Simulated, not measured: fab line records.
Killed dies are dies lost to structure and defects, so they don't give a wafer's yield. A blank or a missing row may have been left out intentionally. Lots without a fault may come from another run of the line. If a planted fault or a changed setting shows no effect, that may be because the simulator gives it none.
A struck lot beside a sound one | flow nand harc | 38 out of 1302 route steps
Sound: wafers L859.1, L859.2, L859.6. Wafers struck: L871.3, L871.4, L871.5. Last of all comes the cause.
Per side, at each step with rows, come the tool, then ch with its chambers, and then its first start. Under that, the readings that differ: sound wafers | struck wafers | difference of the means | sigmas: that difference in standard deviations of wafers without a fault.
alike: a reading whose means differ by less than 2 such deviations, as well as words and numbers matching on both sides. not compared: withheld readings; readings where some wafer has no value; bounds like >300 that might hide an equal value; numbers whose values overlap and for which the record gives no deviation.
The two part at a step that has a row with sigmas, a row that says differs or no value, or rows on one side only. Numbers that don't overlap but have no deviation are shown without sigmas and don't part them. Lack of a reading on every wafer of one side parts them only where that side has two or more wafers.

first, 5 steps without rows for these wafers: NHARC_A_STAIRCASE_STRIP_316 (strips in O2); NHARC_A_STAIRCASE_STRIP_317 (strips in SPM, time 900 s); NHARC_A_STAIRCASE_PRECLEAN_318 (cleans in SC1); NHARC_A_STAIRCASE_SRD_329; NHARC_A_STAIRCASE_ALD_415 (deposits SiO2, target thk 30 nm, pulse time 6 s, ald cycles 300).
NHARC_A_STAIRCASE_ETCHBACK_416: etches the open film in C4F8/O2/Ar, target depth 36 nm, time 7.2 s.
  sound: rie diel-10 ch 0,1; struck: rie diel-10 ch 0,1,3
  reading               | sound          | struck         | difference | sigmas
  oes product au (a.u.) | 1.00 1.00 1.00 | 0.93 0.92 0.95 | -0.07      | -2
  alike: rf vpp V
  not compared: rf hours counter h
NHARC_A_STAIRCASE_STRIP_476: strips in O2, time 20 s.
  sound on rie diel-10 ch 2,3, day 21 08:35; struck on rie diel-10 ch 0,2, day 26 17:16
  alike: drypump motor current A, oes product au, rf vpp V, showerhead plenum p Torr, throttle valve pct
  not compared: rf hours counter h
NHARC_A_STAIRCASE_DEP_417: deposits Si3N4, target thk 60 nm.
  sound on pecvd-04 ch 0,1, day 21 08:41; struck on pecvd-03 ch 0,1, day 26 17:27
  alike: heater power w
then, 3 steps without rows for these wafers: NHARC_A_STAIRCASE_WET_418 (chemistry H3PO4, target depth 20 nm); NHARC_A_STAIRCASE_PRECLEAN_419 (cleans in SC1); NHARC_A_STAIRCASE_SRD_421.
NHARC_A_STAIRCASE_ALD_420: deposits SiO2, target thk 20 nm, pulse time 6 s, ald cycles 200.
  sound on ald hk-03 ch 0,2, day 21 12:49; struck on ald hk-01 ch 0,1, day 26 20:55
  alike: heater power w, precursor pulse height rel
then, 5 steps without rows for these wafers: NHARC_A_STAIRCASE_CVD_552 (deposits SiNx, target thk 40 nm); NHARC_A_STAIRCASE_DEP_151 (deposits SiO2, target thk 7200 nm); NHARC_A_STAIRCASE_ANNEAL_320 (time 1800 s); NHARC_A_STAIRCASE_DEP_322 (deposits SiO2, target thk 7200 nm); NHARC_A_STAIRCASE_ANNEAL_323 (time 1800 s).
NHARC_A_STAIRCASE_DEP_325: deposits SiO2, target thk 7200 nm.
  sound on pecvd-02 ch 0,2, day 22 14:05; struck on pecvd-04 ch 1,2, day 27 22:11
  alike: heater power w
then, 12 steps without rows for these wafers: NHARC_A_STAIRCASE_ANNEAL_326 (time 1800 s); NHARC_A_STAIRCASE_DEHYDRATE_433 (time 120 s); NHARC_A_STAIRCASE_HMDS_434 (time 30 s); NHARC_A_STAIRCASE_COAT_435; NHARC_A_STAIRCASE_SOFTBAKE_436 (time 170 s); NHARC_A_STAIRCASE_EBR_437; NHARC_A_STAIRCASE_EXPOSE_438 (exposes mask STAIR REV); NHARC_A_STAIRCASE_PEB_439 (peb time 130 s); NHARC_A_STAIRCASE_DEVELOP_440 (time 140 s); NHARC_A_STAIRCASE_HARDBAKE_442 (time 140 s); NHARC_A_STAIRCASE_DESCUM_443 (chemistry O2, time 3 s); NHARC_A_STAIRCASE_ETCH_444 (etches the open film in C4F8/O2, target depth 20400 nm, time 6800 s).
NHARC_A_STAIRCASE_STRIP_446: strips in O2.
  sound on plasma asher-02 ch 0,1, day 23 02:19; struck on plasma asher-01 ch 0,1, day 28 12:24
  alike: drypump motor current A, heater power w
  not compared: rf hours counter h
then, 5 steps without rows for these wafers: NHARC_A_STAIRCASE_STRIP_447 (strips in SPM, time 900 s); NHARC_A_STAIRCASE_PRECLEAN_448 (cleans in SC1); NHARC_A_STAIRCASE_SRD_449; NHARC_A_STAIRCASE_CMP_450 (polishes SiO2, target thk 200 nm); NHARC_A_STAIRCASE_CMP_152 (polishes).
NHARC_A_SGD_CUT_DESCUM_14: chemistry O2, time 3 s.
  sound on rie diel-12 ch 1,2,3, day 23 05:57; struck on rie diel-03 ch 0,1, day 28 19:10
  reading | sound | struck                                                                     | difference                   | sigmas
  hold    | - - - | await dispo/3.1h/release await dispo/3.1h/release await dispo/3.1h/release | no value on the sound wafers |
  alike: drypump motor current A, oes product au, rf vpp V, showerhead plenum p Torr, throttle valve pct
  not compared: rf hours counter h
-- the record jumps here: 6 days lie between the struck wafers' starts before and after (it left off in module A_SGD_CUT and takes up again in module END, whose first step shown is number 1302 of the route) --
NHARC_END_SORT_01:
  sound on prober-01 ch 0, day 28 09:58; struck on prober-02 ch 0, day 35 03:20
  reading         | sound    | struck      | difference | sigmas
  killed at array | 64 45 70 | 119 126 128 | +65        | +4
  killed dies     | 69 51 71 | 125 129 131 | +65        | +4
  alike: killed at other, killed at periphery, killed open, killed short

== WHERE THEY PART ==
First at NHARC_A_STAIRCASE_ETCHBACK_416; last, within this record, at NHARC_END_SORT_01.

WHY: what had been put in by the simulator
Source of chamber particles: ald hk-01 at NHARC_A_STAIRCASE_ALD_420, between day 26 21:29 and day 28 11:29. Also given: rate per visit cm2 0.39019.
